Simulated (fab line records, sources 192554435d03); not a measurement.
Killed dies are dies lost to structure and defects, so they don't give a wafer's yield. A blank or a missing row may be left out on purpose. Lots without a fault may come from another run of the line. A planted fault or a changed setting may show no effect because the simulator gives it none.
Which tool did it? | flow n5_finfet | 9 lots, 27 wafers sampled, at 7 steps of a route of 1938

WHAT THE GAUGES READ, wafer by wafer
N5_MOL_CONTACT_COAG_CD_MEAS_84: target cd 25.1 nm. Usual: cd_nm 25.11 nm, standard deviation 0.22.
lot  | measured     | on        | cd_nm (nm)        | flag
L616 | day 5 02:06  | cd_sem-01 | 25.10 24.99 25.35 |
L618 | day 5 18:01  | cd_sem-03 | 24.86 25.14 24.84 |
L628 | day 8 01:16  | cd_sem-03 | 25.20 25.34 24.90 |
L629 | day 8 10:09  | cd_sem-01 | 25.37 25.20 24.97 |
L630 | day 8 14:52  | cd_sem-01 | 25.56 24.94 24.96 |
L632 | day 9 13:08  | cd_sem-01 | 25.25 25.63 25.26 |
L633 | day 9 15:50  | cd_sem-02 | 25.12 25.15 25.16 |
L638 | day 10 17:26 | cd_sem-02 | 25.23 24.99 24.72 |
L639 | day 10 19:49 | cd_sem-03 | 24.98 25.12 25.17 |

N5_MOL_CONTACT_COAG_CD_MEAS_137: target cd 16 nm. Usual: cd_nm 16.0 nm, standard deviation 0.3.
lot  | measured     | on        | cd_nm (nm)     | flag
L616 | day 5 04:27  | cd_sem-03 | 16.1 16.0 16.1 |
L618 | day 5 18:58  | cd_sem-02 | 15.8 16.1 16.2 |
L628 | day 8 02:39  | cd_sem-02 | - - -          | OFF
L629 | day 8 11:18  | cd_sem-02 | - - -          | OFF
L630 | day 8 16:16  | cd_sem-01 | - - -          | OFF
L632 | day 9 14:40  | cd_sem-02 | 16.2 16.2 16.0 |
L633 | day 9 16:52  | cd_sem-03 | 16.3 16.0 15.8 |
L638 | day 10 18:58 | cd_sem-02 | 15.9 15.5 16.1 |
L639 | day 10 20:44 | cd_sem-02 | 16.0 16.4 15.5 |

N5_MOL_CONTACT_COAG_INSPECT_42: inspects for defects (brightfield). Usual: raw_defect_count 214, standard deviation 66.
lot  | measured     | on                | raw_defect_count | flag
L616 | day 5 04:59  | defect_inspect-01 | 226 323 217      |
L618 | day 5 19:22  | defect_inspect-01 | 176 200 149      |
L628 | day 8 03:11  | defect_inspect-01 | 1947 1985 1923   | OFF
L629 | day 8 11:50  | defect_inspect-01 | 1904 2052 2013   | OFF
L630 | day 8 16:48  | defect_inspect-02 | 2094 1959 2060   | OFF
L632 | day 9 15:04  | defect_inspect-02 | 285 263 351      |
L633 | day 9 17:24  | defect_inspect-01 | 141 213 123      |
L638 | day 10 19:30 | defect_inspect-02 | 372 318 412      |
L639 | day 10 21:16 | defect_inspect-01 | 176 134 149      |

N5_BEOL_M4_RC_MEAS_101. Usual: DIBL_N 36.4 mV/V, standard deviation 1.5; DIBL_P 36.4 mV/V, standard deviation 1.6; IOFF_N 0.164 nA/um, standard deviation 0.025; IOFF_P 0.214 nA/um, standard deviation 0.028; ION_N 675 uA/um, standard deviation 9.9; ION_P 463 uA/um, standard deviation 6.5; SS_N 71.5 mV/dec, standard deviation 0.5; SS_P 73.3 mV/dec, standard deviation 0.56; VT_N 249.2 mV, standard deviation 2.7; VT_P -250.1 mV, standard deviation 2.8.
lot  | measured     | on        | DIBL_N (mV/V)  | DIBL_P (mV/V)  | IOFF_N (nA/um)    | IOFF_P (nA/um)    | ION_N (uA/um) | ION_P (uA/um) | SS_N (mV/dec)  | SS_P (mV/dec)  | VT_N (mV)         | VT_P (mV)            | flag
L616 | day 7 20:11  | prober-02 | 36.5 37.0 37.2 | 35.4 36.7 36.3 | 0.134 0.155 0.149 | 0.171 0.186 0.185 | 664 688 660   | 453 458 451   | 71.2 70.7 70.8 | 73.7 73.7 73.2 | 250.4 248.1 251.0 | -256.0 -253.7 -256.5 |
L618 | day 8 12:26  | prober-02 | 35.8 36.0 35.8 | 37.5 37.2 36.9 | 0.165 0.168 0.166 | 0.224 0.219 0.208 | 677 682 687   | 471 467 467   | 71.8 71.8 70.9 | 73.8 73.6 73.2 | 249.6 247.4 248.3 | -249.5 -249.8 -250.5 |
L632 | day 12 05:47 | prober-02 | 36.1 34.7 36.1 | 35.7 34.1 36.0 | 0.175 0.146 0.174 | 0.209 0.191 0.210 | 686 675 682   | 466 464 459   | 71.6 71.5 71.4 | 72.9 72.1 73.4 | 244.6 250.2 249.9 | -251.3 -250.9 -251.5 |
L633 | day 12 08:25 | prober-01 | 37.9 36.9 38.5 | 38.7 37.5 39.4 | 0.222 0.207 0.247 | 0.244 0.225 0.256 | 696 697 703   | 468 468 469   | 72.3 71.7 71.3 | 73.6 74.4 74.2 | 246.7 245.8 242.5 | -248.5 -249.9 -246.1 |
L638 | day 13 16:01 | prober-02 | 35.5 36.0 36.3 | 35.8 36.8 36.5 | 0.140 0.158 0.155 | 0.200 0.221 0.216 | 660 670 665   | 457 465 464   | 71.3 72.0 71.7 | 72.4 73.2 72.3 | 250.5 249.4 251.5 | -249.5 -250.0 -250.7 |
L639 | day 13 15:23 | prober-02 | 37.4 36.6 37.8 | 37.1 36.1 36.8 | 0.184 0.164 0.174 | 0.225 0.212 0.218 | 675 674 678   | 464 457 459   | 71.4 71.6 71.2 | 73.8 73.7 74.1 | 246.9 251.0 249.6 | -250.5 -251.4 -249.9 |

WHICH TOOL RAN EACH LOT (tool, then ch and the chambers of the sampled wafers, then the start)
lot  | N5_MOL_CONTACT_COAG_PRE_CLEAN_142 | N5_MOL_CONTACT_COAG_ALD_131      | N5_MOL_CONTACT_COAG_ETCHBACK_132
L616 | pvd_sputter-01, day 4 22:04       | ald_sin-04 ch 0,2,3, day 5 03:47 | rie_diel-01 ch 1,3, day 5 03:58
L618 | pvd_sputter-03, day 5 13:26       | ald_sin-03 ch 1,2,3, day 5 18:17 | rie_diel-02 ch 1,2, day 5 18:28
L628 | pvd_sputter-01, day 7 21:15       | ald_sin-01 ch 0,1,2, day 8 01:59 | rie_diel-04 ch 1,2,3, day 8 02:10
L629 | pvd_sputter-03, day 8 06:08       | ald_sin-01 ch 0,3, day 8 10:37   | rie_diel-02 ch 1,2, day 8 10:48
L630 | pvd_sputter-02, day 8 10:38       | ald_sin-01 ch 0,1,2, day 8 15:36 | rie_diel-04 ch 0,1,2, day 8 15:47
L632 | pvd_sputter-02, day 9 08:52       | ald_sin-04 ch 1,3, day 9 13:53   | rie_diel-04 ch 2,3, day 9 14:10
L633 | pvd_sputter-01, day 9 12:01       | ald_sin-04 ch 0,2,3, day 9 16:05 | rie_diel-04 ch 0,1, day 9 16:22
L638 | pvd_sputter-01, day 10 13:10      | ald_sin-01 ch 0,2, day 10 18:00  | rie_diel-01 ch 0,1,2, day 10 18:28
L639 | pvd_sputter-03, day 10 15:43      | ald_sin-04 ch 0,2, day 10 20:04  | rie_diel-02 ch 2,3, day 10 20:14
- N5_MOL_CONTACT_COAG_PRE_CLEAN_142: time 60 s.
- N5_MOL_CONTACT_COAG_ALD_131: deposits SiO2, target thk 5 nm, pulse time 1 s, co reactant pulse time 1 s.
- N5_MOL_CONTACT_COAG_ETCHBACK_132: etches SiO2 in CHF3, target depth 10 nm, time 6.7 s.

WHAT THE TOOLS THEMSELVES READ (means of the sampled wafers that have a number; where no wafer has one, the mark that the record gives instead)
N5_MOL_CONTACT_COAG_PRE_CLEAN_142. Usual: heater_power_w 439 W, standard deviation 23.
lot  | tool           | heater_power_w (W) | flag
L616 | pvd_sputter-01 | 444                |
L618 | pvd_sputter-03 | 452                |
L628 | pvd_sputter-01 | 436                |
L629 | pvd_sputter-03 | 423                |
L630 | pvd_sputter-02 | 422                |
L632 | pvd_sputter-02 | 421                |
L633 | pvd_sputter-01 | 441                |
L638 | pvd_sputter-01 | 436                |
L639 | pvd_sputter-03 | 432                |

N5_MOL_CONTACT_COAG_ALD_131. Usual: chamber_pressure_Torr 2.000 Torr, standard deviation 0.0046; heater_power_w 78 W, standard deviation 8; precursor_pulse_height_rel 0.997, standard deviation 0.022.
lot  | tool       | chamber_pressure_Torr (Torr) | heater_power_w (W) | precursor_pulse_height_rel | flag
L616 | ald_sin-04 | 2.003                        | 78                 | 0.997                      |
L618 | ald_sin-03 | 2.000                        | 73                 | 0.998                      |
L628 | ald_sin-01 | -                            | -                  | -                          | OFF
L629 | ald_sin-01 | -                            | -                  | -                          | OFF
L630 | ald_sin-01 | -                            | -                  | -                          | OFF
L632 | ald_sin-04 | 2.005                        | 73                 | 1.004                      |
L633 | ald_sin-04 | 1.999                        | 78                 | 0.979                      |
L638 | ald_sin-01 | 2.003                        | 84                 | 1.012                      |
L639 | ald_sin-04 | 2.005                        | 88                 | 0.987                      |

N5_MOL_CONTACT_COAG_ETCHBACK_132. Usual: drypump_motor_current_A 5.5 A, standard deviation 0.44; oes_product_au 0.82 a.u., standard deviation 0.092; rf_vpp_V 525 V, standard deviation 6.4; showerhead_plenum_p_Torr 2.40 Torr, standard deviation 0.069; throttle_valve_pct 18.83 %, standard deviation 0.24.
lot  | tool        | drypump_motor_current_A (A) | oes_product_au (a.u.) | rf_vpp_V (V) | showerhead_plenum_p_Torr (Torr) | throttle_valve_pct (%) | flag
L616 | rie_diel-01 | 6.1                         | 0.82                  | 523          | 2.38                            | 18.95                  |
L618 | rie_diel-02 | 5.3                         | 0.70                  | 526          | 2.32                            | 18.92                  |
L628 | rie_diel-04 | 5.3                         | 0.81                  | 521          | 2.39                            | 18.88                  |
L629 | rie_diel-02 | 5.1                         | 0.79                  | 521          | 2.30                            | 18.88                  |
L630 | rie_diel-04 | 5.3                         | 0.84                  | 527          | 2.40                            | 18.90                  |
L632 | rie_diel-04 | 5.5                         | 0.87                  | 521          | 2.41                            | 18.87                  |
L633 | rie_diel-04 | 5.0                         | 0.75                  | 527          | 2.37                            | 18.95                  |
L638 | rie_diel-01 | 5.8                         | 0.85                  | 527          | 2.41                            | 18.60                  |
L639 | rie_diel-02 | 5.0                         | 0.72                  | 522          | 2.30                            | 19.01                  |

THE ANSWER, worked out from the rows above alone
Rule: a lot is off if the mean of its wafers that have a number lies more than 3 standard deviations from the usual mean. A lot without any number at a reading at which 4 lots or more have one is off too. The other lots that the step has rows for count as sound. The gauges are gone through in route order, then the tools' own readings, and for those a lot's mean is taken as printed above. The first step at which some lot is off is used, and at that step the reading that is off furthest; a lot without a number counts as furthest.
Off: L628, L629, L630, at N5_MOL_CONTACT_COAG_CD_MEAS_137 (cd_nm). Without a number there: L628, L629, L630.
A tool fits if, at a process step before that reading, it ran every lot that is off, and no sound lot after the first of them. The gauges at N5_MOL_CONTACT_COAG_CD_MEAS_137 aren't tried: what is off there is off at N5_MOL_CONTACT_COAG_INSPECT_42 too, on other tools, and a gauge's error can't cause that. None of those tried fits.

WHAT THE SIMULATOR HAD PUT IN
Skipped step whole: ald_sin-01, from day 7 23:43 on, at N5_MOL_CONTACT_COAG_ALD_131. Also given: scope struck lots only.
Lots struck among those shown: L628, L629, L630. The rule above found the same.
